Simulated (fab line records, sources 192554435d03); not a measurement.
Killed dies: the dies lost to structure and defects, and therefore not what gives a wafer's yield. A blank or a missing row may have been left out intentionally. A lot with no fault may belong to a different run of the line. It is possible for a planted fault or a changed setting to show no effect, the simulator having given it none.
Struck lot and sound lot, side by side -- flow n5-finfet -- 24 steps out of a route of 1938
Sound: these wafers, L669.2, L669.3, L669.6. Struck: wafers L685.1, L685.2, L685.6. The cause comes at the end.
Per side, at each step with rows, come the tool, then ch with its chambers, and then its first start. Under that, the readings that differ: sound wafers -- struck wafers -- difference of the means -- sigmas: that difference in standard deviations of wafers without a fault.
alike: words and numbers the same on both sides, and readings whose means are apart by under 2 such deviations; not compared: readings that were withheld, readings missing a value for some wafer, numbers with overlapping values and no deviation given by the record, and bounds like >300 which may hide the same value.
A row with sigmas, a row that says differs or no value, or rows on one side alone: a step with any of these is where the two part. Numbers that don't overlap but have no deviation are shown without sigmas and don't part them. A reading that every wafer of one side lacks parts them only if that side has two wafers or more.

first, 8 steps without rows for these wafers: N5_BEOL_M9_ANNEAL_51 (time 90 s); N5_BEOL_M9_CMP_52 (polishes, stops on SiCOH lowk, t overpolish 7 s, target thk 140 nm); N5_BEOL_M9_PRE_CLEAN_55 (time 15 s); N5_BEOL_M9_DEP_56 (deposits SiCN from 3MS/NH3, target thk 15 nm, time 26.5 s); N5_BEOL_M10_ILD_DEP_00 (deposits SiCOH lowk from DEMS/porogen, target thk 308.51 nm, time 58 s); N5_BEOL_M10_CURE_71 (cures SiCOH lowk, time 240 s); N5_BEOL_M10_PECVD_70 (deposits SiO2 from TEOS/O2, target thk 20 nm, time 22.7 s); N5_BEOL_M10_HM_DEP_02 (deposits TiN, target thk 20 nm).
N5_BEOL_M10_COAT_59: time 60 s, resist thk 100 nm.
  sound on litho-track-03 ch 0, day 11 17:23; struck on litho-track-03 ch 0, day 16 02:32
reading,sound,struck,difference,sigmas
spin-speed-rpm (rpm),1500.5 1498.4 1500.7,1561.5 1560.6 1560.8,+61.1,+56
model.SOC_of_BEOL_M10_COAT_59.thk-nm (nm),100 100 100,97.8 97.8 97.8,-2.2,
  alike: plate-temp-C
then, 9 steps without rows for these wafers: N5_BEOL_M10_COAT_60 (time 60 s, resist thk 30 nm); N5_BEOL_M10_COAT_05 (resist thk 90 nm); N5_BEOL_M10_EBR_07; N5_BEOL_M10_SOFTBAKE_06 (time 60 s); N5_BEOL_M10_EXPOSE_08 (exposes mask M10); N5_BEOL_M10_PEB_09 (peb time 60 s); N5_BEOL_M10_DEVELOP_10 (develop time 30 s); N5_BEOL_M10_DESCUM_16 (chemistry O2, time 7.9 s); N5_BEOL_M10_ETCH_61 (etches SiARC in CF4, target depth 39 nm, time 65 s).
N5_BEOL_M10_ETCH_62: etches SOC in N2/H2, target depth 110 nm, overetch 22 nm, time 165 s.
  sound on rie-diel-05 ch 0,1,3, day 11 17:59; struck on rie-diel-05 ch 0,1,2, day 16 03:05
reading,sound,struck,difference,sigmas
model.etch.depth-nm (nm),99.95 99.97 100,97.81 97.74 97.8,-2.19,
  alike: drypump-motor-current-A, h2-flow-sccm, oes-product-au, rf-vpp-V, showerhead-plenum-p-Torr, throttle-valve-pct
  not compared: rf-hours-counter-h
then, 2 steps without rows for these wafers: N5_BEOL_M10_STRIP_68 (strips in N2/H2); N5_BEOL_M10_STRIP_67 (strips in CF4).
N5_BEOL_M10_HM_OPEN_17: chemistry Cl2/BCl3, target TiN, target depth 20 nm, overetch 6 nm.
  sound on rie-metal-02 ch 0,1, day 11 18:10; struck on rie-metal-01 ch 0,1, day 16 03:16
reading,sound,struck,difference,sigmas
model.SOC_of_BEOL_M10_COAT_59.thk-nm (nm),92.4 91.8 92.4,90.2 89.8 90,-2.2,
  alike: drypump-motor-current-A, mfc-cl2-sccm, oes-product-au, throttle-valve-pct
  not compared: rf-hours-counter-h
then, 1 step without rows for these wafers: N5_BEOL_M10_STRIP_19 (strips in O2).
-- the record jumps here: 2 days lie between the struck wafers' starts before and after (it left off in module BEOL_M10 and takes up again in module PASSIVATION, whose first step shown is number 1936 of the route) --
N5_PASSIVATION_PROBE_49:
  only the struck wafers here have rows in the record (prober-02, day 18 07:04); the sound ones have none

## WHERE THEY PART
First at N5_BEOL_M10_COAT_59; last, within this record, at N5_PASSIVATION_PROBE_49.

WHY: whatever the simulator had introduced
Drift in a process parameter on litho-track-03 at N5_BEOL_M10_COAT_59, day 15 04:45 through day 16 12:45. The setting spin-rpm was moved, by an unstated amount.
